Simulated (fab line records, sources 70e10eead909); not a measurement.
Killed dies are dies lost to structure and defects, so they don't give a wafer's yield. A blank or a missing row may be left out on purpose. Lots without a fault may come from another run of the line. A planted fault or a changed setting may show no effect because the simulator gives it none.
Which tool did it? | flow nand_harc | 6 lots, 18 wafers sampled, at 3 steps of a route of 1302

WHAT THE GAUGES READ, wafer by wafer
NHARC_A_ONON_D1_THK_MEAS_34: measures by ellipsometry.
lot  | measured     | on            | thk_nm (nm)
L270 | day 9 14:12  | film_metro-01 | 200.1 199.9 201.7
L279 | day 12 21:31 | film_metro-01 | 186.7 188.2 194.0
L282 | day 14 07:24 | film_metro-02 | 203.2 203.1 205.8
L286 | day 15 19:31 | film_metro-02 | 198.0 201.6 198.9
L289 | day 17 04:22 | film_metro-01 | 199.1 199.4 200.8
L291 | day 18 05:43 | film_metro-01 | 201.8 200.6 201.7

WHICH TOOL RAN EACH LOT (tool, then ch and the chambers of the sampled wafers, then the start)
lot  | NHARC_A_ZERO_WELL_ETCH_19          | NHARC_A_ONON_D1_DEP_33
L270 | rie_diel-02 ch 1,3, day 8 04:17    | pecvd-01 ch 0,1, day 9 13:50
L279 | rie_diel-04 ch 1,3, day 11 09:19   | pecvd-02 ch 1,2, day 12 21:07
L282 | rie_diel-02 ch 0,1,3, day 12 20:26 | pecvd-04 ch 0,2, day 14 06:59
L286 | rie_diel-04 ch 1,2,3, day 14 08:18 | pecvd-01 ch 1,2, day 15 19:05
L289 | rie_diel-04 ch 0,1,3, day 15 10:20 | pecvd-01 ch 0,1,2, day 17 04:00
L291 | rie_diel-02 ch 0,1, day 16 15:08   | pecvd-04 ch 0,1,2, day 18 05:18
- NHARC_A_ZERO_WELL_ETCH_19: etches the open film in N2/H2, target depth 80 nm, overetch 24 nm, time 87.88 s.
- NHARC_A_ONON_D1_DEP_33: deposits SiO2, target thk 200 nm.

THE ANSWER, worked out from the rows above alone
Rule: what is usual is taken from the lots themselves. Put in order of their means at a reading, lots are off if they are a third of the lots or fewer, leave a main group of 4 or more, and stand apart from it by a gap of 3 or more times the standard deviation of the main group's means; of several such gaps the widest counts. A main group whose means are all the same, to the digits that the tables above print for the reading, isn't used. A lot without any number at a reading at which 4 lots or more have one is off too. The other lots that the step has rows for count as sound.
Off: L279, at NHARC_A_ONON_D1_THK_MEAS_34 (thk_nm). The main group: mean 201.0 nm, standard deviation 1.6.
A tool fits if, at a process step before that reading, it ran every lot that is off, and no sound lot after the first of them. The gauges at NHARC_A_ONON_D1_THK_MEAS_34 are tried like those tools. One fits: pecvd-02 at NHARC_A_ONON_D1_DEP_33. It ran no sound lot before its first lot that is off in this sample, so the start can't be narrowed down.

WHAT THE SIMULATOR HAD PUT IN
Process parameter drift: pecvd-02, from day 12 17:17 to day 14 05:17, at NHARC_A_ONON_D1_DEP_33. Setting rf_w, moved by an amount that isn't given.
Lots struck among those shown: L279. The rule above found the same.
